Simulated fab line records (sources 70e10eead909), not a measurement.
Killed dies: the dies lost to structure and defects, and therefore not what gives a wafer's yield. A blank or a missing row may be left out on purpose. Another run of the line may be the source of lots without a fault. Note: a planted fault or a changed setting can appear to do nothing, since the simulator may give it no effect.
Matching of chambers ; flow nand_harc ; 4 sister chambers for NHARC_A_STAIRCASE_ETCH_444 on rie_diel-12
The step etches the open film in C4F8/O2, target depth 10200 nm, time 3400 s. 18 wafers are shown with their chamber, then 8 later ones without.

WAFERS WITH THEIR CHAMBER
wafer;chamber;rf_vpp_V (V);oes_product_au (a.u.);rf_fwd_power_W (W)
L075.1;3;810;0.923;602.7
L075.2;2;812;0.901;603.4
L075.3;0;810;0.900;601.3
L076.2;1;803;0.918;600.3
L076.3;0;808;0.908;601.1
L076.6;2;813;0.911;601.6
L082.2;3;809;0.920;601.1
L082.5;1;803;0.921;602.0
L082.6;0;808;0.906;600.4
L080.1;0;811;0.911;596.3
L080.4;1;802;0.937;599.3
L080.5;1;804;0.927;599.7
L081.1;0;809;0.905;600.2
L081.2;3;809;0.926;600.3
L081.4;2;814;0.902;598.8
L084.3;2;812;0.895;599.6
L084.4;1;803;0.934;600.2
L084.5;3;809;0.931;600.0

SIGNATURES (averages over the wafers above)
reading;chamber 0;chamber 1;chamber 2;chamber 3;scatter within a chamber
rf_vpp_V;809.20;803.00;812.75;809.25;0.937
oes_product_au;0.90600;0.92740;0.90225;0.92500;0.00614
rf_fwd_power_W;599.860;600.300;600.850;601.025;1.65
Rule: distance of a wafer from a chamber = root of the sum over the readings of ((wafer's reading minus chamber's mean) / reading's scatter) squared. The wafer belongs to the nearest chamber; if the next one is less than 2 further off, it can't be placed. The scatter: the root of (the sum of the squares of (reading less its chamber's mean) over the shown wafers, divided by (wafers less chambers)).

WAFERS WITHOUT THEIR CHAMBER
wafer;rf_vpp_V (V);oes_product_au (a.u.);rf_fwd_power_W (W)
L092.5;809;0.934;599.8
L092.6;802;0.970;600.3
L091.2;801;0.972;601.0
L091.4;807;0.967;603.0
L091.5;807;0.970;601.0
L097.1;808;0.911;599.3
L097.4;803;0.934;602.6
L097.5;807;0.926;599.0

THE CHAMBER EACH PASSED THROUGH
wafer;from the rows above;in truth
L092.5;3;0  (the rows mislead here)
L092.6;1;1
L091.2;1;1
L091.4;can't be placed: 3 or 1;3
L091.5;can't be placed: 3 or 1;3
L097.1;can't be placed: 0 or 3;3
L097.4;1;1
L097.5;can't be placed: 3 or 0 or 1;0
Correctly placed: 3 of 8. Can't be placed from these rows: 4 (the true chamber is among the candidates in 4). Number placed wrongly: 1.
